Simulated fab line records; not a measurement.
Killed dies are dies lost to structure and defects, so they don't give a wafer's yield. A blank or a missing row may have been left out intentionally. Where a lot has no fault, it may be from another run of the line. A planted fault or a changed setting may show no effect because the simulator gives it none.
fab line records + flow nandHarc
record:
- lots: 13
- wafers: 39
- lastDay: 33
route steps=1302 shown P_GATE@190 P_CONTACT@218 END@1302
lots with no fault: from the same line, run without faults
startH: start of the lot's first displayed wafer, in hours after the record's first day + waitH: hours from the lot's prior step to this one + " as in the row above + L1.1+2: several wafers, shown together as one row + - no value, or no start was given + * or withheld: withheld + < > ~ a bound
route shown NAME@n: a module of which the file shows steps, and the number in the route of the first + usual: average and standard deviation across the fault-free wafers + same: alike in all rows + chamber/n: place in a boat + sites: per-site readings + _std_site: the values' standard deviation + _edge_site: inner sites' mean taken away from outer sites' mean + radiusMm: how far each site lies from the wafer's centre + mask NAME#n: copy n + behind: the last tool/chamber to shape the wafer + hold: the reason the lot was held/the length of the hold in hours/how it ended + device: transistor that didn't switch, given as n, p or np + end of line: tests run on the same wafers once the route is complete + a step given without rows: its recipe and nothing more + killed: dies that structure and defects cost at the first sort, which is not the same as the wafer's yield + map: shows each die of a wafer: x if killed, . if not, _ if none is there
set.NAME: the setting the step ran with; set.NAME@STEP: the setting that earlier step ran with + model.NAME: the simulator's own value behind a step, which no gauge read
route steps across a sampled set of lots; one table per step, one row per wafer
services: the hour from which a tool's chamber was out of use, counted from the record's first day as startH (under 0 if before that day), plus the number of hours and why
== steps ==
step: NHARC_P_GATE_STRIP_76
recipe:
- powerW: 1500
- tempC: 250
- chemistry: O2
usual:
- drypumpMotorCurrentA: 5.9/0.37
- heaterPowerW: 365/29
- rfReflPowerW: 21/6.4
- tempC: 249.97/0.19
| lot.wafer | tool           | chamber | startH | waitH | drypumpMotorCurrentA | heaterPowerW | rfHoursCounterH | rfReflPowerW | tempC  |
|-----------|----------------|---------|--------|-------|----------------------|--------------|-----------------|--------------|--------|
| L383.1    | plasmaAsher-02 | 0       | 121.66 | 0.2   | 5.8                  | 318          | 8               | 20           | 250.13 |
| L383.3    | "              | 1       | "      | "     | 6.5                  | 359          | -               | 17           | 249.68 |
| L383.6    | "              | 1       | "      | "     | 6.5                  | 363          | -               | 18           | 249.97 |
| L384.1    | plasmaAsher-02 | 1       | 136.03 | 0.2   | 6.4                  | 353          | 10              | 17           | 249.79 |
| L384.4    | "              | 0       | "      | "     | 5.8                  | 322          | -               | 21           | 250.40 |
| L384.5    | "              | 0       | "      | "     | 5.8                  | 323          | -               | 20           | 250.28 |
| L385.4    | plasmaAsher-01 | 1       | 145.68 | 0.2   | 5.8                  | 397          | -               | 32           | 249.95 |
| L385.6    | "              | 1       | "      | "     | 5.8                  | 391          | -               | 33           | 249.94 |
| L385.5    | "              | 0       | "      | "     | 5.5                  | 408          | -               | 15           | 249.70 |
| L387.1    | plasmaAsher-02 | 1       | 161.67 | 0.2   | 6.5                  | 355          | 16              | 17           | 250.12 |
| L387.4    | "              | 0       | "      | "     | 5.8                  | 322          | -               | 20           | 250.14 |
| L387.6    | "              | 1       | "      | "     | 6.5                  | 351          | -               | 17           | 249.96 |
| L388.2    | plasmaAsher-02 | 1       | 167.57 | 0.2   | 6.4                  | 351          | 18              | 17           | 249.75 |
| L388.3    | "              | 1       | "      | "     | 6.5                  | 357          | -               | 17           | 250.04 |
| L388.5    | "              | 0       | "      | "     | 5.8                  | 324          | -               | 20           | 250.03 |
| L389.2    | plasmaAsher-01 | 1       | 180.85 | 0.2   | 5.8                  | 376          | 1               | 31           | 250.10 |
| L389.4    | "              | 1       | "      | "     | 5.8                  | 387          | -               | 32           | 250.24 |
| L389.3    | "              | 0       | "      | "     | 5.5                  | 388          | -               | 14           | 250.06 |
| L391.3    | plasmaAsher-01 | 1       | 202.31 | 0.2   | 5.7                  | 374          | -               | 33           | 249.94 |
| L391.4    | "              | 0       | "      | "     | 5.5                  | 402          | -               | 15           | 249.72 |
| L391.6    | "              | 1       | "      | "     | 5.7                  | 375          | -               | 31           | 249.99 |
| L394.2    | plasmaAsher-02 | 0       | 228.84 | 0.2   | 5.8                  | 322          | 30              | 20           | 250.02 |
| L394.5    | "              | 0       | "      | "     | 5.8                  | 320          | -               | 20           | 250.09 |
| L394.6    | "              | 1       | "      | "     | 6.5                  | 358          | -               | 17           | 249.67 |
| L395.1    | plasmaAsher-01 | 1       | 243.49 | 0.2   | 5.8                  | 373          | 12              | 32           | 249.88 |
| L395.2    | "              | 0       | "      | "     | 5.5                  | 392          | 12              | 15           | 250.25 |
| L395.6    | "              | 0       | "      | "     | 5.5                  | 404          | -               | 15           | 250.14 |
| L397.1    | plasmaAsher-02 | 0       | 259.62 | 0.2   | 5.8                  | 330          | 1               | 20           | 250.00 |
| L397.2    | "              | 1       | "      | "     | 6.5                  | 376          | 1               | 18           | 249.46 |
| L397.6    | "              | 1       | "      | "     | 6.5                  | 382          | -               | 18           | 249.73 |
| L396.1    | plasmaAsher-01 | 1       | 260.00 | 0.2   | 5.8                  | 391          | 18              | 32           | 249.68 |
| L396.4    | "              | 1       | "      | "     | 5.8                  | 384          | -               | 33           | 249.70 |
| L396.5    | "              | 1       | "      | "     | 5.8                  | 384          | -               | 31           | 250.12 |
| L404.2    | plasmaAsher-02 | 1       | 334.10 | 0.2   | 6.4                  | 376          | 16              | 17           | 249.94 |
| L404.4    | "              | 0       | "      | "     | 5.8                  | 325          | -               | 20           | 249.81 |
| L404.6    | "              | 1       | "      | "     | 6.5                  | 371          | -               | 17           | 250.02 |
| L405.2    | plasmaAsher-02 | 1       | 341.78 | 0.2   | 6.5                  | 378          | 18              | 17           | 249.93 |
| L405.4    | "              | 1       | "      | "     | 6.5                  | 367          | -               | 17           | 249.78 |
| L405.6    | "              | 1       | "      | "     | 6.5                  | 375          | -               | 17           | 249.75 |
step: NHARC_P_CONTACT_DEP_00
recipe:
- targetThkA: 5000
- tempC: 400
- pressureTorr: 6.5
- rfW: 900
- teosFlowSccm: 161.4
- flowSccm: 2650
- targetThkNm: 500
- gas: O2
- material: SiO2
usual:
- heaterPowerW: 498/75
- showerheadVppV: 1899/84
- throttleValvePct: 16.3/0.67
| lot.wafer | tool     | chamber | startH | waitH | heaterPowerW | showerheadVppV | throttleValvePct |
|-----------|----------|---------|--------|-------|--------------|----------------|------------------|
| L383.1    | pecvd-01 | 0       | -      | -     | 433          | 1965           | 16.3             |
| L383.3    | "        | 1       | "      | "     | 459          | 1864           | 17.1             |
| L383.6    | "        | 2       | "      | "     | 570          | 1934           | 15.5             |
| L384.1    | pecvd-02 | 0       | -      | -     | 637          | 1689           | 14.9             |
| L384.5    | "        | 2       | "      | "     | 381          | 1830           | 17.0             |
| L384.4    | "        | 0       | "      | "     | 660          | 1705           | 15.0             |
| L385.5    | pecvd-02 | 2       | -      | -     | 473          | 1857           | 16.7             |
| L385.6    | "        | 0       | "      | "     | 606          | 1711           | 15.2             |
| L385.4    | "        | 1       | "      | "     | 432          | 1937           | 15.5             |
| L387.1    | pecvd-01 | 0       | -      | -     | 473          | 1999           | 16.4             |
| L387.6    | "        | 2       | "      | "     | 479          | 1976           | 15.6             |
| L387.4    | "        | 1       | "      | "     | 479          | 1877           | 17.1             |
| L388.3    | pecvd-02 | 2       | -      | -     | 352          | 1825           | 16.8             |
| L388.2    | "        | 1       | "      | "     | 414          | 1934           | 15.3             |
| L388.5    | "        | 0       | "      | "     | 620          | 1729           | 15.3             |
| L389.2    | pecvd-01 | 1       | -      | -     | 427          | 1880           | 17.2             |
| L389.3    | "        | 2       | "      | "     | 401          | 1956           | 15.4             |
| L389.4    | "        | 0       | "      | "     | 461          | 2013           | 16.1             |
| L391.3    | pecvd-03 | 1       | -      | -     | 456          | 1882           | 16.3             |
| L391.6    | "        | 1       | "      | "     | 458          | 1861           | 16.6             |
| L391.4    | "        | 2       | "      | "     | 491          | 1964           | 16.5             |
| L394.2    | pecvd-03 | 1       | -      | -     | 465          | 1890           | 16.8             |
| L394.5    | "        | 0       | "      | "     | 500          | 1844           | 16.7             |
| L394.6    | "        | 1       | "      | "     | 342          | 1853           | 16.5             |
| L395.2    | pecvd-01 | 1       | -      | -     | 459          | 1882           | 17.1             |
| L395.1    | "        | 2       | "      | "     | 481          | 1983           | 15.8             |
| L395.6    | "        | 2       | "      | "     | 490          | 1997           | 15.7             |
| L397.2    | pecvd-01 | 1       | -      | -     | 498          | 1854           | 17.4             |
| L397.1    | "        | 2       | "      | "     | 438          | 1967           | 15.8             |
| L397.6    | "        | 0       | "      | "     | 477          | 1989           | 16.6             |
| L396.1    | pecvd-01 | 1       | -      | -     | 534          | 1873           | 17.2             |
| L396.4    | "        | 1       | "      | "     | 398          | 1897           | 17.2             |
| L396.5    | "        | 2       | "      | "     | 455          | 1958           | 16.2             |
| L404.2    | pecvd-02 | 0       | -      | -     | 605          | 1744           | 15.4             |
| L404.4    | "        | 0       | "      | "     | 642          | 1743           | 15.3             |
| L404.6    | "        | 1       | "      | "     | 536          | 1977           | 15.2             |
| L405.2    | pecvd-02 | 2       | -      | -     | 477          | 1813           | 16.8             |
| L405.6    | "        | 1       | "      | "     | 535          | 1970           | 15.8             |
| L405.4    | "        | 2       | "      | "     | 358          | 1851           | 16.6             |
step: NHARC_P_CONTACT_CMP_01
recipe:
- targetThkNm: 200
- material: SiO2
usual:
- edgeZonePressureFrac: 1.000/0.0052
- motorCurrentA: 12.1/1
- slurryFilterDpKPa: 13.51/0.13
| lot.wafer | tool   | chamber | startH | waitH | edgeZonePressureFrac | motorCurrentA | slurryFilterDpKPa |
|-----------|--------|---------|--------|-------|----------------------|---------------|-------------------|
| L383.3    | cmp-01 | 1       | 126.41 | -     | 1.007                | 12.7          | 13.61             |
| L383.1    | "      | 3       | "      | "     | 1.005                | 11.0          | 13.49             |
| L383.6    | "      | 1       | "      | "     | 1.006                | 13.5          | 13.77             |
| L384.4    | cmp-03 | 2       | 140.73 | -     | 1.000                | 10.9          | 13.62             |
| L384.1    | "      | 3       | "      | "     | 0.997                | 12.4          | 13.45             |
| L384.5    | "      | 0       | "      | "     | 0.997                | 12.9          | 13.65             |
| L385.4    | cmp-01 | 0       | 150.48 | -     | 0.984                | 12.7          | 13.26             |
| L385.6    | "      | 2       | "      | "     | 0.999                | 10.6          | 13.53             |
| L385.5    | "      | 3       | "      | "     | 1.002                | 10.5          | 13.47             |
| L387.4    | cmp-03 | 3       | 166.45 | -     | 1.002                | 12.3          | 13.31             |
| L387.1    | "      | 0       | "      | "     | 0.996                | 12.2          | 13.58             |
| L387.6    | "      | 3       | "      | "     | 1.002                | 12.5          | 13.60             |
| L388.3    | cmp-01 | 2       | 172.35 | -     | 0.995                | 10.0          | 13.48             |
| L388.2    | "      | 3       | "      | "     | 1.005                | 10.8          | 13.24             |
| L388.5    | "      | 2       | "      | "     | 1.000                | 10.8          | 13.63             |
| L389.3    | cmp-01 | 3       | 185.49 | -     | 0.997                | 11.1          | 13.70             |
| L389.4    | "      | 0       | "      | "     | 0.996                | 11.4          | 13.45             |
| L389.2    | "      | 2       | "      | "     | 1.002                | 11.5          | 13.42             |
| L391.4    | cmp-02 | 1       | 207.10 | -     | 1.000                | 12.9          | 13.35             |
| L391.3    | "      | 2       | "      | "     | 1.006                | 13.2          | 13.53             |
| L391.6    | "      | 1       | "      | "     | 1.002                | 13.5          | 13.36             |
| L394.2    | cmp-03 | 1       | 233.67 | -     | 0.998                | 11.2          | 13.69             |
| L394.6    | "      | 3       | "      | "     | 1.005                | 12.8          | 13.45             |
| L394.5    | "      | 0       | "      | "     | 1.000                | 12.0          | 13.56             |
| L395.2    | cmp-03 | 0       | 248.13 | -     | 1.004                | 12.3          | 13.35             |
| L395.1    | "      | 1       | "      | "     | 1.006                | 11.4          | 13.52             |
| L395.6    | "      | 1       | "      | "     | 1.000                | 11.0          | 13.59             |
| L397.2    | cmp-03 | 1       | 264.26 | -     | -                    | -             | -                 |
| L397.1    | "      | 2       | "      | "     | -                    | -             | -                 |
| L397.6    | "      | 1       | "      | "     | -                    | -             | -                 |
| L396.4    | cmp-03 | 3       | 264.84 | -     | -                    | -             | -                 |
| L396.1    | "      | 2       | "      | "     | -                    | -             | -                 |
| L396.5    | "      | 0       | "      | "     | -                    | -             | -                 |
| L404.2    | cmp-02 | 1       | 338.88 | -     | 1.006                | 13.4          | 13.59             |
| L404.4    | "      | 3       | "      | "     | 1.011                | 11.4          | 13.41             |
| L404.6    | "      | 2       | "      | "     | 0.997                | 13.2          | 13.47             |
| L405.4    | cmp-03 | 1       | 346.65 | -     | 0.996                | 11.3          | 13.39             |
| L405.2    | "      | 0       | "      | "     | 0.999                | 12.0          | 13.68             |
| L405.6    | "      | 2       | "      | "     | 1.000                | 12.0          | 13.59             |
step: NHARC_P_CONTACT_CD_MEAS_12
recipe:
- targetCdNm: 90
- landingEnergyEv: 500
usual:
- cdNm: 90.1/0.45
| lot.wafer | tool     | chamber | startH | waitH | cdNm |
|-----------|----------|---------|--------|-------|------|
| L383.1    | cdSem-03 | 0       | 127.11 | -     | 90.2 |
| L383.3    | "        | 0       | "      | "     | 90.6 |
| L383.6    | "        | 0       | "      | "     | 90.5 |
| L384.1    | cdSem-03 | 0       | 141.38 | -     | 89.2 |
| L384.4    | "        | 0       | "      | "     | 89.7 |
| L384.5    | "        | 0       | "      | "     | 89.6 |
| L385.4    | cdSem-01 | 0       | 151.29 | -     | 90.4 |
| L385.5    | "        | 0       | "      | "     | 90.1 |
| L385.6    | "        | 0       | "      | "     | 89.8 |
| L387.1    | cdSem-02 | 0       | 167.27 | -     | 90.8 |
| L387.4    | "        | 0       | "      | "     | 90.1 |
| L387.6    | "        | 0       | "      | "     | 90.5 |
| L388.2    | cdSem-01 | 0       | 173.06 | -     | 89.2 |
| L388.3    | "        | 0       | "      | "     | 90.6 |
| L388.5    | "        | 0       | "      | "     | 89.7 |
| L389.2    | cdSem-02 | 0       | 186.32 | -     | 90.3 |
| L389.3    | "        | 0       | "      | "     | 89.8 |
| L389.4    | "        | 0       | "      | "     | 89.7 |
| L391.3    | cdSem-01 | 0       | 207.92 | -     | 90.2 |
| L391.4    | "        | 0       | "      | "     | 89.8 |
| L391.6    | "        | 0       | "      | "     | 90.3 |
| L394.2    | cdSem-03 | 0       | 234.45 | -     | 90.7 |
| L394.5    | "        | 0       | "      | "     | 90.4 |
| L394.6    | "        | 0       | "      | "     | 90.5 |
| L395.1    | cdSem-03 | 0       | 248.95 | -     | 90.8 |
| L395.2    | "        | 0       | "      | "     | 90.1 |
| L395.6    | "        | 0       | "      | "     | 90.5 |
| L397.1    | cdSem-02 | 0       | 264.96 | -     | 89.5 |
| L397.2    | "        | 0       | "      | "     | 90.0 |
| L397.6    | "        | 0       | "      | "     | 90.1 |
| L396.1    | cdSem-03 | 0       | 265.67 | -     | 90.0 |
| L396.4    | "        | 0       | "      | "     | 90.0 |
| L396.5    | "        | 0       | "      | "     | 89.8 |
| L404.2    | cdSem-01 | 0       | 339.71 | -     | 89.8 |
| L404.4    | "        | 0       | "      | "     | 89.9 |
| L404.6    | "        | 0       | "      | "     | 89.8 |
| L405.2    | cdSem-02 | 0       | 347.48 | -     | 90.3 |
| L405.4    | "        | 0       | "      | "     | 90.5 |
| L405.6    | "        | 0       | "      | "     | 90.6 |
step: NHARC_END_SORT_01
recipe:
- tempC: 25
usual:
- killedAtArray: 56/20
- killedAtOther: 1/1.3
- killedAtPeriphery: 3.5/2.7
- killedDies: 60/20
- killedOpen: 3.3/1.6
- killedShort: 2.4/1.5
same:
- grossDies: 677
| lot.wafer | tool      | chamber | startH | waitH | killedAtArray | killedAtOther | killedAtPeriphery | killedDies | killedOpen | killedShort |
|-----------|-----------|---------|--------|-------|---------------|---------------|-------------------|------------|------------|-------------|
| L396.1    | prober-01 | 0       | 711.04 | 2.5   | 87            | 0             | 590               | 677        | 4          | 4           |
| L396.4    | prober-01 | 0       | 713.39 | 3.3   | 90            | 0             | 587               | 677        | 2          | 0           |
| L396.5    | prober-01 | 0       | 714.17 | 3.6   | 88            | 0             | 589               | 677        | 7          | 3           |
| L397.1    | prober-02 | 0       | 711.14 | 2.5   | 52            | 2             | 623               | 677        | 4          | 5           |
| L397.2    | prober-02 | 0       | 711.94 | 2.8   | 39            | 1             | 637               | 677        | 4          | 1           |
| L397.6    | prober-02 | 0       | 715.12 | 4.0   | 51            | 3             | 623               | 677        | 6          | 3           |
killed by level:class
L396.1 P_CONTACT:areaCmp=584 A_SLIT:chamberFilmFlake=39 A_CHANNEL_HOLE_D2:chamberFilmFlake=21 A_STAIRCASE:chamberFilmFlake=12 A_CHANNEL_HOLE_D1:chamberFilmFlake=5 A_CONTACT:chamberFilmFlake=4 P_CONTACT:geometricParticle:open=1 P_M0:geometricParticle:short=1
L397.1 P_CONTACT:areaCmp=622 A_CHANNEL_HOLE_D1:chamberFilmFlake=31 A_CONTACT:chamberFilmFlake=4 A_ONON_D1:geometricParticle:open=2 A_CHANNEL_FILL_D1:geometricParticle:short=2 A_DECK1_JOINT:chamberFilmFlake=2 A_CHANNEL_HOLE_D2:chamberFilmFlake=2 A_STAIRCASE:chamberFilmFlake=2
L397.2 P_CONTACT:areaCmp=636 A_CHANNEL_HOLE_D1:chamberFilmFlake=18 A_CONTACT:chamberFilmFlake=5 A_STAIRCASE:chamberFilmFlake=4 A_SLIT:chamberFilmFlake=3 A_ONON_D1:geometricParticle:open=2 A_CHANNEL_HOLE_D2:chamberFilmFlake=2 A_CHANNEL_HOLE_D1:geometricParticle:open=1
L396.4 P_CONTACT:areaCmp=585 A_SLIT:chamberFilmFlake=33 A_CHANNEL_HOLE_D2:chamberFilmFlake=22 A_CHANNEL_HOLE_D1:chamberFilmFlake=12 A_STAIRCASE:chamberFilmFlake=9 A_CONTACT:chamberFilmFlake=9 A_M1:chamberFilmFlake=3 P_M0:geometricParticle:open=1
L396.5 P_CONTACT:areaCmp=583 A_SLIT:chamberFilmFlake=32 A_CHANNEL_HOLE_D1:chamberFilmFlake=19 A_CHANNEL_HOLE_D2:chamberFilmFlake=13 A_CONTACT:chamberFilmFlake=9 A_STAIRCASE:chamberFilmFlake=6 P_STI:chamberFilmFlake=3 A_CHANNEL_FILL_D2:geometricParticle:short=2
L397.6 P_CONTACT:areaCmp=619 A_CHANNEL_HOLE_D1:chamberFilmFlake=33 A_CONTACT:chamberFilmFlake=5 P_CONTACT:geometricParticle:open=2 A_CHANNEL_FILL_D1:geometricParticle:open=2 A_STAIRCASE:chamberFilmFlake=2 A_SLIT:chamberFilmFlake=2 A_M1:chamberFilmFlake=2
== services ==
| tool           | chamber | startH | hours | kind   |
|----------------|---------|--------|-------|--------|
| pecvd-01       | -       | 130.36 | 13.0  | pm     |
| cmp-01         | -       | 135.11 | 0.5   | repair |
| cmp-01         | -       | 148.33 | 0.2   | repair |
| cmp-03         | -       | 149.77 | 1.7   | repair |
| plasmaAsher-02 | -       | 150.84 | 1.0   | repair |
| cmp-03         | -       | 162.00 | 4.0   | pm     |
| plasmaAsher-01 | -       | 165.01 | 9.0   | pm     |
| cmp-03         | -       | 167.10 | 0.5   | repair |
| cmp-01         | -       | 188.52 | 4.0   | pm     |
| plasmaAsher-02 | -       | 190.98 | 0.5   | repair |
| cmp-01         | -       | 217.14 | 7.6   | repair |
| cmp-01         | -       | 225.95 | 1.0   | repair |
| pecvd-02       | -       | 227.16 | 13.0  | pm     |
| cmp-01         | -       | 247.87 | 0.5   | repair |
| plasmaAsher-02 | -       | 249.23 | 9.0   | pm     |
| pecvd-01       | 2       | 250.22 | 2.0   | repair |
| cmp-03         | -       | 252.28 | 1.6   | repair |
| cmp-03         | -       | 260.00 | 4.0   | pm     |
| cmp-03         | -       | 286.45 | 1.7   | repair |
| cmp-01         | -       | 286.52 | 4.0   | pm     |
| cmp-01         | -       | 295.34 | 1.8   | repair |
| cmp-03         | -       | 298.51 | 1.8   | repair |
| pecvd-01       | -       | 311.36 | 13.0  | pm     |
| plasmaAsher-01 | -       | 342.01 | 9.0   | pm     |
== key ==
firstSign:
- step: NHARC_P_CONTACT_CMP_01
- reading: toolRecord
- direction: missing
effect:
- step: NHARC_END_SORT_01
- reading: killedAtPeriphery
- direction: up
- sigmas: 99+
- usual: 3.5
- struck: 608.2
moreKillsBornAt:
- NHARC_P_CONTACT_CMP_01@cmp-03: 3629
metAt NHARC_P_CONTACT_CMP_01
struckLots L396,L397
laterRowsLeftOut L396.1,L396.4,L396.5,L397.1,L397.2,L397.6
testerLeftOut L396,L397
notActingAt NHARC_P_GATE_STRIP_76,NHARC_P_CONTACT_DEP_00,NHARC_P_CONTACT_CD_MEAS_12
onsetBetween 248.13 264.26
fault:
- kind: skippedStepWhole
- tool: cmp-03
- chamber: -
- onsetH: 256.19
- steps: NHARC_P_CONTACT_CMP_01
- scope: struckLotsOnly
testerLeftOut: of these lots the tester's yield and bins aren't shown, on N5 and GAA mostly nor the transistor test; their killed dies are dies lost to structure and defects alone, not to doping, threshold or leakage, so they don't give the yield
laterRowsLeftOut: the simulator's readings of these wafers behind a module that went badly wrong aren't trusted and aren't shown, but for the sort
